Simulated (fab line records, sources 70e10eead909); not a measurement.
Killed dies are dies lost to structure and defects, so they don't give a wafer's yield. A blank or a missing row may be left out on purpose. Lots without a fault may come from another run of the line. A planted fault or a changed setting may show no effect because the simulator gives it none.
Chamber matching | flow nand_harc | NHARC_P_M0_CMP_23 on cmp-02: 4 sister chambers
The step polishes, t overpolish 20 s, target thk 117.54 nm. 16 wafers are shown with their chamber, then 8 later ones without.

WAFERS WITH THEIR CHAMBER
wafer  | chamber | motor_current_A (A) | time_to_endpoint_s (s)
L077.1 | 2       | 11.6                | 33.6
L077.2 | 3       | 11.3                | 30.2
L077.3 | 0       | 11.1                | 27.6
L077.4 | 1       | 13.1                | 34.4
L077.5 | 2       | 10.3                | 35.2
L077.6 | 3       | 11.8                | 29.1
L078.1 | 2       | 11.6                | 34.1
L078.2 | 3       | 11.8                | 30.7
L078.5 | 1       | 13.1                | 34.9
L085.1 | 1       | 12.5                | 27.3
L085.2 | 0       | 11.2                | 23.8
L085.6 | 2       | 10.7                | 28.4
L088.2 | 2       | 11.5                | 30.1
L088.3 | 3       | 11.8                | 28.6
L088.5 | 1       | 13.5                | 30.2
L090.2 | 0       | 10.9                | 28.8

SIGNATURES (means of the wafers above)
reading            | chamber 0 | chamber 1 | chamber 2 | chamber 3 | scatter within a chamber
motor_current_A    | 11.067    | 13.050    | 11.140    | 11.675    | 0.428
time_to_endpoint_s | 26.733    | 31.700    | 32.280    | 29.650    | 2.72
Rule: a wafer's distance from a chamber is the root of the sum, over the readings, of the square of ((its reading less the chamber's mean) divided by the reading's scatter). The wafer belongs to the nearest chamber; if the next one is less than 2 further off, it can't be placed. The scatter: the root of (the sum of the squares of (reading less its chamber's mean) over the shown wafers, divided by (wafers less chambers)).

WAFERS WITHOUT THEIR CHAMBER
wafer  | motor_current_A (A) | time_to_endpoint_s (s)
L090.3 | 11.1                | 31.5
L090.5 | 10.9                | 29.6
L094.2 | 13.5                | 27.2
L094.4 | 11.7                | 26.4
L094.5 | 12.8                | 27.1
L096.1 | 11.0                | 29.3
L096.3 | 10.6                | 30.5
L096.6 | 11.4                | 29.6

WHICH CHAMBER EACH WENT THROUGH
wafer  | from the rows above          | in truth
L090.3 | can't be placed: 2 or 3 or 0 | 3
L090.5 | can't be placed: 0 or 2 or 3 | 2
L094.2 | 1                            | 1
L094.4 | can't be placed: 3 or 0 or 2 | 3
L094.5 | can't be placed: 1 or 3      | 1
L096.1 | can't be placed: 0 or 2 or 3 | 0
L096.3 | can't be placed: 2 or 0 or 3 | 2
L096.6 | can't be placed: 3 or 2 or 0 | 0
Placed correctly: 1 of 8. Can't be placed from these rows: 7 (the true chamber is among the candidates in 7). Placed wrongly: 0.
